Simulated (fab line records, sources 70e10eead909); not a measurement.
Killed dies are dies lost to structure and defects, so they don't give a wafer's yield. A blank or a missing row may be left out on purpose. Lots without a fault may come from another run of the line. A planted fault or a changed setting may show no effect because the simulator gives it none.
A struck lot beside a sound one | flow nand_harc | 14 steps out of a route of 1302
Sound: wafers L130.1, L130.3, L130.4. Struck: wafers L120.2, L120.4, L120.6. The cause comes at the end.
At each step with rows: each side's tool, then ch and its chambers, then its first start. Under that, the readings that differ: sound wafers | struck wafers | difference of the means | sigmas: that difference in standard deviations of wafers without a fault.
alike: readings whose means differ by less than 2 such deviations, and words and numbers that are the same on both sides. not compared: withheld readings, readings that some wafer has no value for, bounds like >300 that may hide the same value, and numbers for which the record gives no deviation and whose values overlap.
The two part at a step that has a row with sigmas, a row that says differs or no value, or rows on one side only. Numbers that don't overlap but have no deviation are shown without sigmas and don't part them. A reading that every wafer of one side lacks parts them only if that side has two wafers or more.

first, 5 steps without rows for these wafers: NHARC_A_STAIRCASE_EBR_180; NHARC_A_STAIRCASE_EXPOSE_181 (exposes mask STAIR 2); NHARC_A_STAIRCASE_PEB_182 (peb time 130 s); NHARC_A_STAIRCASE_DEVELOP_183 (time 140 s); NHARC_A_STAIRCASE_HARDBAKE_185 (time 140 s).
NHARC_A_STAIRCASE_DESCUM_186: chemistry O2, time 3 s.
  sound on rie_diel-08 ch 1,2,3, day 22 13:39; struck on rie_diel-03 ch 1,2,3, day 18 07:31
  alike: drypump_motor_current_A, oes_product_au, rf_vpp_V, showerhead_plenum_p_Torr, throttle_valve_pct
  not compared: rf_hours_counter_h
then, 1 step without rows for these wafers: NHARC_A_STAIRCASE_TRIM_187 (chemistry O2, time 211.2 s).
NHARC_A_STAIRCASE_ETCH_188: etches the open film in C4F8/O2, target depth 100 nm, time 40.5 s.
  sound on rie_diel-08 ch 0,2,3; struck on rie_diel-03 ch 0,1,3
  alike: oes_product_au, rf_fwd_power_W, rf_vpp_V
  not compared: rf_hours_counter_h
NHARC_A_STAIRCASE_TRIM_189: chemistry O2, time 211.2 s.
  sound on rie_diel-08 ch 0,1,3; struck on rie_diel-03 ch 1,2
  alike: drypump_motor_current_A, oes_product_au, rf_vpp_V, showerhead_plenum_p_Torr, throttle_valve_pct
  not compared: rf_hours_counter_h
NHARC_A_STAIRCASE_ETCH_190: etches the open film in C4F8/O2, target depth 100 nm, time 40.5 s.
  sound on rie_diel-08 ch 0,2,3; struck on rie_diel-03 ch 2,3
  alike: oes_product_au, rf_fwd_power_W, rf_vpp_V
  not compared: rf_hours_counter_h
NHARC_A_STAIRCASE_TRIM_191: chemistry O2, time 211.2 s.
  sound on rie_diel-08 ch 1,2,3; struck on rie_diel-03 ch 0,1,2
  alike: drypump_motor_current_A, oes_product_au, rf_vpp_V, showerhead_plenum_p_Torr, throttle_valve_pct
  not compared: rf_hours_counter_h
NHARC_A_STAIRCASE_ETCH_192: etches the open film in C4F8/O2, target depth 100 nm, time 40.5 s.
  sound on rie_diel-08 ch 1,2,3, day 22 14:22; struck on rie_diel-03 ch 0,1, day 18 08:12
  reading               | sound             | struck            | difference | sigmas
  oes_product_au (a.u.) | 0.942 0.939 0.946 | 0.837 0.847 0.840 | -0.101     | -11
  rf_fwd_power_W (W)    | 595.2 589.7 591.8 | 494.4 500.6 494.6 | -95.7      | -38
  alike: rf_vpp_V
  not compared: rf_hours_counter_h
then, 1 step without rows for these wafers: NHARC_A_STAIRCASE_TRIM_193 (chemistry O2, time 211.2 s).
-- the record jumps here: 8 days lie between the struck wafers' starts before and after (it left off in module A_STAIRCASE and takes up again in module END, whose first step shown is number 1302 of the route) --
NHARC_END_SORT_01:
  sound on prober-02 ch 0, day 31 16:10; struck on prober-02 ch 0, day 26 06:42
  alike: killed_at_array, killed_at_other, killed_at_periphery, killed_dies, killed_open, killed_short

WHERE THEY PART
Only at NHARC_A_STAIRCASE_ETCH_192, within this record. Later steps at which nothing parts them and some readings are alike: NHARC_END_SORT_01.

WHY: what the simulator had put in
Process parameter drift: rie_diel-03, from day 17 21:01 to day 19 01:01, at NHARC_A_STAIRCASE_ETCH_192. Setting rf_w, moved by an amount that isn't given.
